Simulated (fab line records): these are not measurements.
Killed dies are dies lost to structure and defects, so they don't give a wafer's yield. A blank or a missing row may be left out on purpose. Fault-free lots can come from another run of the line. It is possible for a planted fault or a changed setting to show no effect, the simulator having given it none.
Matching of chambers / flow n5-finfet / N5_BEOL_M2_CO_CAP_55 on cvd-co-02: 3 sister chambers
The step material Co, precursor CCTBA/H2, target thk 2 nm, time 102.1 s. 22 wafers are shown with their chamber, then 11 later ones without.

== WAFERS WITH THEIR CHAMBER ==
wafer=L074.3; chamber=1; heater-power-w (W)=220
wafer=L074.4; chamber=1; heater-power-w (W)=226
wafer=L074.6; chamber=0; heater-power-w (W)=221
wafer=L081.3; chamber=0; heater-power-w (W)=224
wafer=L081.5; chamber=2; heater-power-w (W)=232
wafer=L081.6; chamber=1; heater-power-w (W)=221
wafer=L085.1; chamber=2; heater-power-w (W)=233
wafer=L085.2; chamber=0; heater-power-w (W)=220
wafer=L085.3; chamber=1; heater-power-w (W)=224
wafer=L087.1; chamber=1; heater-power-w (W)=221
wafer=L087.3; chamber=2; heater-power-w (W)=235
wafer=L087.5; chamber=2; heater-power-w (W)=227
wafer=L090.1; chamber=2; heater-power-w (W)=233
wafer=L090.2; chamber=0; heater-power-w (W)=226
wafer=L090.3; chamber=1; heater-power-w (W)=224
wafer=L090.4; chamber=0; heater-power-w (W)=221
wafer=L090.5; chamber=2; heater-power-w (W)=229
wafer=L090.6; chamber=1; heater-power-w (W)=225
wafer=L088.1; chamber=1; heater-power-w (W)=219
wafer=L088.4; chamber=2; heater-power-w (W)=230
wafer=L088.5; chamber=1; heater-power-w (W)=224
wafer=L091.1; chamber=1; heater-power-w (W)=225

SIGNATURES (means of the wafers above)
reading=heater-power-w; chamber 0=222.40; chamber 1=222.90; chamber 2=231.29; scatter within a chamber=2.55
Rule: for a wafer and a chamber, the distance is found by dividing, reading by reading, the gap between the wafer's reading and the chamber's mean by the reading's scatter, squaring, summing and taking the root. If the next closest chamber is less than 2 further off than the closest, the wafer can't be placed; otherwise it belongs to the closest. The scatter: the root of (the sum of the squares of (reading less its chamber's mean) over the shown wafers, divided by (wafers less chambers)).

== WAFERS WHOSE CHAMBER IS MISSING ==
wafer=L091.2; heater-power-w (W)=233
wafer=L091.4; heater-power-w (W)=222
wafer=L096.3; heater-power-w (W)=226
wafer=L096.5; heater-power-w (W)=223
wafer=L096.6; heater-power-w (W)=218
wafer=L094.3; heater-power-w (W)=223
wafer=L094.4; heater-power-w (W)=220
wafer=L094.6; heater-power-w (W)=232
wafer=L095.2; heater-power-w (W)=223
wafer=L095.5; heater-power-w (W)=224
wafer=L095.6; heater-power-w (W)=222

== WHICH CHAMBER EACH ONE RAN IN ==
wafer=L091.2; from the rows above=2; in truth=2
wafer=L091.4; from the rows above=can't be placed: 0 or 1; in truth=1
wafer=L096.3; from the rows above=can't be placed: 1 or 0 or 2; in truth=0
wafer=L096.5; from the rows above=can't be placed: 1 or 0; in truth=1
wafer=L096.6; from the rows above=can't be placed: 0 or 1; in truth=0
wafer=L094.3; from the rows above=can't be placed: 1 or 0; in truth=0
wafer=L094.4; from the rows above=can't be placed: 0 or 1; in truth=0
wafer=L094.6; from the rows above=2; in truth=2
wafer=L095.2; from the rows above=can't be placed: 1 or 0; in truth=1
wafer=L095.5; from the rows above=can't be placed: 1 or 0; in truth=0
wafer=L095.6; from the rows above=can't be placed: 0 or 1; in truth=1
Correct placement for 2 of the 11. Cannot be placed on the basis of these rows: 9; the candidates contain the true chamber in 9. 0 placed wrongly.
